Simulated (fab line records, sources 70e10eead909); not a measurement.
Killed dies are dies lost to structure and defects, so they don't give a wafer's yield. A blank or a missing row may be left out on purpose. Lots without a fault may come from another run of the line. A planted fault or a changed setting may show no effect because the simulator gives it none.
fab line records | flow nand_harc
record lots=14 wafers=42 last_day=25
route steps=1159 shown A_M1@1043 A_BONDPAD@1083
lots that met no fault: from a run of the same line without faults
start_h: hours from the record's first day to the start of the lot's first wafer shown | wait_h: hours since the lot's step before | " the same as in the row above | L1.1+2: a row that stands for several wafers | - no value, or no start given | * or withheld: withheld | < > ~ a bound
route shown NAME@n: a module of which the file shows steps, and the number in the route of the first | usual: mean/standard deviation of fault-free wafers | same: alike in all rows | chamber/n: place in a boat | sites: the reading at each site | _std_site: their standard deviation | _edge_site: outer sites' mean less inner sites' | radius_mm: how far each site lies from the wafer's centre | mask NAME#n: copy n | behind: the tool/chamber that last shaped the wafer | hold: why the lot was held/for how many hours/how that ended | device: the transistor (n, p or np) that didn't switch | end of line: the same wafers' tests at the end of the route | a step without rows: its recipe alone | killed: dies lost to structure and defects at the first sort, not the wafer's yield | map: a wafer's dies, x killed, . not, _ none there
set.NAME: the setting as run; set.NAME@STEP: as run at that earlier step | model.NAME: the simulator's own value behind a step, which no gauge read
steps of the route over a sample of lots; a table a step, a row a wafer
services: from which hour (start_h, from the record's first day; less than 0 if before it) a tool's chamber was out of use, for how many hours, and why
## steps
# step NHARC_A_M1_STRIP_18
# recipe power_w=1000 n2_flow_sccm=150 h2_flow_sccm=150 ar_flow_sccm=0 bias_w=0 chemistry=N2/H2
# usual drypump_motor_current_A=5.7/0.45 oes_product_au=0.998/0.0088 rf_vpp_V=91.1/0.85 showerhead_plenum_p_Torr=2.10/0.058 throttle_valve_pct=14.173/0.008
# columns lot.wafer tool chamber start_h wait_h drypump_motor_current_A oes_product_au rf_hours_counter_h rf_vpp_V showerhead_plenum_p_Torr throttle_valve_pct
L984.1 rie_diel-08 0 413.47 0.1 5.5 0.989 7 92.0 2.18 14.173
L984.6 " 2 " " 5.3 0.995 - 90.1 2.10 14.190
L984.5 " 3 " " 6.2 0.993 - 91.1 2.08 14.164
L982.2 rie_diel-04 2 414.33 0.1 4.9 0.994 2 91.1 2.15 14.166
L982.5 " 2 " " 4.9 0.994 - 91.9 2.15 14.175
L982.6 " 3 " " 5.3 0.998 - 92.4 2.16 14.186
L983.2 rie_diel-07 3 416.65 0.1 6.4 1.001 0 89.5 2.04 14.166
L983.1 " 0 " " 5.4 1.008 0 91.4 2.07 14.182
L983.5 " 1 " " 5.2 0.997 - 91.4 2.19 14.178
L985.1 rie_diel-07 0 421.34 0.1 5.4 1.006 0 90.6 2.07 14.164
L985.5 " 2 " " 5.6 1.001 - 91.3 2.08 14.180
L985.4 " 3 " " 6.3 1.000 - 89.8 2.04 14.155
L990.4 rie_diel-07 0 461.04 0.1 5.4 1.019 3 91.9 2.07 14.168
L990.1 " 1 " " 5.2 1.006 3 91.4 2.18 14.181
L990.5 " 3 " " 6.3 1.004 - 89.7 2.04 14.177
L989.2 rie_diel-07 1 466.83 0.1 5.2 0.994 4 91.5 2.18 14.175
L989.6 " 1 " " 5.2 0.988 - 90.0 2.18 14.188
L989.5 " 2 " " 5.6 1.006 - 89.8 2.08 14.168
L991.3 rie_diel-08 2 477.34 0.1 5.3 1.000 10 92.3 2.10 14.171
L991.1 " 3 " " 6.2 1.006 10 91.7 2.08 14.168
L991.6 " 1 " " 5.8 0.997 - 92.0 2.12 14.177
L995.3 rie_diel-07 1 484.63 0.1 5.2 0.987 5 90.8 2.18 14.168
L995.5 " 0 " " 5.4 1.010 - 89.4 2.06 14.181
L995.6 " 1 " " 5.2 0.980 - 91.1 2.18 14.154
L996.4 rie_diel-07 3 503.78 0.1 6.3 0.996 8 91.1 2.03 14.168
L996.1 " 0 " " 5.4 1.005 7 90.6 2.06 14.180
L996.6 " 2 " " 5.6 0.990 - 91.7 2.08 14.173
L100.1 rie_diel-07 0 515.46 0.1 5.4 1.009 8 89.8 2.06 14.175
L100.3 " 2 " " 5.6 0.990 8 91.5 2.08 14.170
L100.5 " 0 " " 5.4 1.009 - 90.7 2.06 14.172
L102.2 rie_diel-07 0 528.92 0.1 5.4 1.017 9 91.5 2.06 14.168
L102.1 " 2 " " 5.6 1.003 9 90.4 2.08 14.168
L102.6 " 0 " " 5.4 1.008 - 89.5 2.06 14.185
L103.6 rie_diel-07 1 533.22 0.2 5.2 0.985 - 90.4 2.18 14.184
L103.5 " 3 " " 6.3 1.001 - 92.3 2.03 14.173
L103.4 " 0 " " 5.4 1.009 - 89.7 2.06 14.168
L101.3 rie_diel-04 2 536.02 0.1 4.9 0.989 1 91.9 2.15 14.166
L101.2 " 0 " " 6.1 0.994 2 90.6 1.99 14.166
L101.4 " 1 " " 6.4 0.980 2 90.0 2.01 14.170
L104.2 rie_diel-08 0 541.28 0.1 5.5 0.994 4 92.4 2.18 14.173
L104.5 " 3 " " 6.2 0.991 - 90.1 2.08 14.181
L104.6 " 0 " " 5.5 0.994 - 91.1 2.18 14.165
# step NHARC_A_M1_PVD_20
# recipe target_thk_a=50 bias_v=168.6 power_w=15000 chamber_pressure_pa=0.12 time_s=8.06 substrate_temp_c=50 material=TaN
# usual bias_v=168.4/1.6 cathode_dc_power_W=15000/2.9 throttle_valve_pct=30.0/0.84
# same time_s=8.06
# columns lot.wafer tool chamber start_h wait_h bias_v cathode_dc_power_W throttle_valve_pct
L984.1 pvd_sputter-03 - - - 168.2 15001 29.5
L984.5 " - " " 169.1 14999 28.6
L984.6 " - " " 169.1 15007 29.3
L982.2 pvd_sputter-02 - - - 166.5 15005 29.6
L982.6 " - " " 167.2 15003 30.4
L982.5 " - " " 164.7 15001 29.5
L983.1 pvd_sputter-01 - - - 168.4 14999 30.6
L983.2 " - " " 167.4 15001 30.7
L983.5 " - " " 168.1 14995 30.1
L985.4 pvd_sputter-01 - - - 168.0 15004 29.9
L985.1 " - " " 169.8 14999 29.0
L985.5 " - " " 169.4 15004 30.1
L990.1 pvd_sputter-02 - - - 170.1 14999 30.3
L990.4 " - " " 170.8 15006 30.2
L990.5 " - " " 168.0 15002 30.6
L989.2 pvd_sputter-01 - - - 169.1 15001 30.6
L989.5 " - " " 170.8 15004 31.1
L989.6 " - " " 168.6 14998 28.8
L991.1 pvd_sputter-03 - - - 167.7 14997 29.7
L991.3 " - " " 166.1 14995 29.7
L991.6 " - " " 165.3 15000 29.4
L995.3 pvd_sputter-02 - - - 169.2 14991 30.6
L995.6 " - " " 168.7 15004 31.1
L995.5 " - " " 167.8 14998 30.4
L996.4 pvd_sputter-01 - - - 166.0 15001 30.4
L996.1 " - " " 168.3 15003 28.8
L996.6 " - " " 166.7 14994 30.8
L100.3 pvd_sputter-03 - - - 168.8 15001 28.3
L100.1 " - " " 169.1 14997 29.6
L100.5 " - " " 170.7 15001 29.6
L102.2 pvd_sputter-03 - - - 171.1 15001 28.4
L102.1 " - " " 168.5 15001 29.3
L102.6 " - " " 167.1 14999 29.8
L103.4 pvd_sputter-03 - - - 167.7 15003 29.4
L103.6 " - " " 166.6 15004 29.6
L103.5 " - " " 168.6 15002 28.6
L101.3 pvd_sputter-01 - - - 171.2 14998 31.9
L101.4 " - " " 168.2 15000 29.7
L101.2 " - " " 168.0 14999 29.4
L104.2 pvd_sputter-03 - - - 168.8 14998 29.4
L104.5 " - " " 170.1 15001 29.7
L104.6 " - " " 172.0 15000 28.7
# step NHARC_A_BONDPAD_PRE_CLEAN_26
# recipe time_s=30 temp_c=280 gas=H2/He
# usual heater_power_w=403/40 susceptor_temp_C=279.99/0.18
# same time_s=30
# columns lot.wafer tool chamber start_h wait_h heater_power_w susceptor_temp_C
L984.1 pvd_sputter-02 - - - 427 279.82
L984.6 " - " " 469 279.96
L984.5 " - " " 428 280.36
L982.2 pvd_sputter-01 - - - 409 280.17
L982.6 " - " " 396 280.19
L982.5 " - " " 460 279.73
L983.1 pvd_sputter-01 - - - 404 280.02
L983.2 " - " " 336 279.65
L983.5 " - " " 409 279.99
L985.1 pvd_sputter-03 - - - 347 280.17
L985.4 " - " " 418 279.83
L985.5 " - " " 355 279.69
L990.1 pvd_sputter-02 - - - 384 279.93
L990.4 " - " " 473 279.88
L990.5 " - " " 474 279.95
L989.2 pvd_sputter-02 - - - 394 280.00
L989.6 " - " " 393 279.84
L989.5 " - " " 474 279.88
L991.1 pvd_sputter-01 - - - 386 279.93
L991.3 " - " " 456 279.75
L991.6 " - " " 340 280.00
L995.3 pvd_sputter-03 - - - 408 279.87
L995.6 " - " " 407 279.91
L995.5 " - " " 353 279.90
L996.4 pvd_sputter-01 - - - 406 280.13
L996.1 " - " " 467 280.13
L996.6 " - " " 331 279.95
L100.3 pvd_sputter-02 - - - 386 279.98
L100.1 " - " " 391 279.94
L100.5 " - " " 390 279.81
L102.2 pvd_sputter-03 - - - 350 -
L102.1 " - " " 400 -
L102.6 " - " " 383 -
L103.4 pvd_sputter-01 - - - 350 280.30
L103.6 " - " " 419 279.91
L103.5 " - " " 476 280.30
L101.4 pvd_sputter-01 - - - 416 279.95
L101.2 " - " " 454 280.06
L101.3 " - " " 380 279.98
L104.2 pvd_sputter-02 - - - 406 280.03
L104.5 " - " " 480 280.38
L104.6 " - " " 429 279.97
# step NHARC_A_BONDPAD_PVD_17
# recipe target_thk_a=50 bias_v=168.6 power_w=15000 chamber_pressure_pa=0.12 time_s=8.06 substrate_temp_c=50 material=TaN
# usual bias_v=168.6/1.6 cathode_dc_power_W=15000/2.9 throttle_valve_pct=30.1/0.81 time_s=8.06/0
# columns lot.wafer tool chamber start_h wait_h bias_v cathode_dc_power_W throttle_valve_pct time_s
L984.1 pvd_sputter-02 - 419.04 - 163.7 15003 30.4 8.06
L984.5 " - " " 169.0 14998 30.3 8.06
L984.6 " - " " 164.2 15002 30.5 8.06
L982.2 pvd_sputter-01 - 419.87 - 168.3 14998 29.0 8.06
L982.6 " - " " 170.4 14999 30.6 8.06
L982.5 " - " " 170.0 15002 30.1 8.06
L983.1 pvd_sputter-01 - 422.59 - 164.9 15002 30.6 8.06
L983.2 " - " " 171.0 15001 29.9 8.06
L983.5 " - " " 164.3 15004 30.6 8.06
L985.4 pvd_sputter-03 - 426.81 - 168.2 14999 29.5 8.06
L985.1 " - " " 169.1 15001 30.3 8.06
L985.5 " - " " 169.0 14996 29.6 8.06
L990.1 pvd_sputter-02 - 466.40 - 169.6 14996 30.3 8.06
L990.4 " - " " 168.4 14999 30.5 8.06
L990.5 " - " " 168.1 15006 30.8 8.06
L989.2 pvd_sputter-02 - 472.32 - 169.5 15001 31.2 8.06
L989.6 " - " " 167.6 15000 30.3 8.06
L989.5 " - " " 167.3 15002 29.6 8.06
L991.1 pvd_sputter-01 - 482.70 - 167.0 15001 29.0 8.06
L991.3 " - " " 170.0 15000 30.6 8.06
L991.6 " - " " 169.0 14997 29.1 8.06
L995.3 pvd_sputter-03 - 490.46 - 166.9 14997 29.6 8.06
L995.6 " - " " 166.0 14998 29.6 8.06
L995.5 " - " " 167.0 15000 30.8 8.06
L996.4 pvd_sputter-01 - 509.74 - 167.5 15001 30.2 8.06
L996.1 " - " " 167.6 15000 29.0 8.06
L996.6 " - " " 167.8 14996 30.1 8.06
L100.3 pvd_sputter-02 - 521.78 - - - - -
L100.1 " - " " - - - -
L100.5 " - " " - - - -
L102.2 pvd_sputter-03 - 534.61 - 168.8 14999 29.5 8.06
L102.1 " - " " 168.8 14997 31.0 8.06
L102.6 " - " " 170.5 15002 29.0 8.06
L103.4 pvd_sputter-01 - 539.19 - 168.9 15001 30.1 8.06
L103.5 " - " " 168.0 14996 29.9 8.06
L103.6 " - " " 166.0 14998 31.7 8.06
L101.2 pvd_sputter-01 - 541.59 - - - - -
L101.4 " - " " - - - -
L101.3 " - " " - - - -
L104.2 pvd_sputter-02 - 546.62 - 169.9 14999 30.5 8.06
L104.6 " - " " 165.5 15002 30.9 8.06
L104.5 " - " " 169.7 14997 31.0 8.06
## services
# columns tool chamber start_h hours kind
pvd_sputter-02 - 392.00 10.0 pm
rie_diel-07 - 405.87 9.0 pm
rie_diel-07 0 405.87 9.0 vent_cycle
rie_diel-07 1 405.87 9.0 vent_cycle
rie_diel-07 2 405.87 9.0 vent_cycle
rie_diel-07 3 405.87 9.0 vent_cycle
rie_diel-07 0 414.87 - clean
rie_diel-07 1 414.87 - clean
rie_diel-07 2 414.87 - clean
rie_diel-07 3 414.87 - clean
rie_diel-07 1 418.10 3.7 repair
pvd_sputter-01 - 428.03 5.5 repair
rie_diel-07 0 439.37 - clean
rie_diel-07 1 439.37 - clean
rie_diel-08 0 442.01 2.8 repair
rie_diel-04 0 445.48 3.4 repair
rie_diel-07 - 448.81 8.6 repair
pvd_sputter-03 - 458.09 10.0 pm
rie_diel-04 - 465.90 9.0 pm
rie_diel-08 - 478.80 9.0 pm
rie_diel-04 - 494.56 0.9 repair
pvd_sputter-01 - 514.00 10.0 pm
rie_diel-07 2 529.95 5.2 repair
rie_diel-07 1 538.64 8.5 repair
## key
first_sign step=NHARC_A_BONDPAD_PVD_17 reading=tool_record direction=missing
effect none on later readings
met_at NHARC_A_BONDPAD_PVD_17
struck_lots L100,L101
later_rows_left_out L100.1,L100.3,L100.5,L101.2,L101.3,L101.4
sort_left_out L100.1,L100.3,L100.5,L101.2,L101.3,L101.4
not_acting_at NHARC_A_M1_STRIP_18,NHARC_A_M1_PVD_20,NHARC_A_BONDPAD_PRE_CLEAN_26
onset_between 509.74 521.78
fault kind=skipped_step_whole tool=pvd_sputter-01,pvd_sputter-02 chamber=- onset_h=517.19 steps=NHARC_A_BONDPAD_PVD_17 scope=struck_lots_only
# sort_left_out: the simulated sort isn't trusted on such a fault, so these wafers' sort isn't shown, and their yield isn't known
# later_rows_left_out: the simulator's readings of these wafers behind a module that went badly wrong aren't trusted and aren't shown, but for the sort
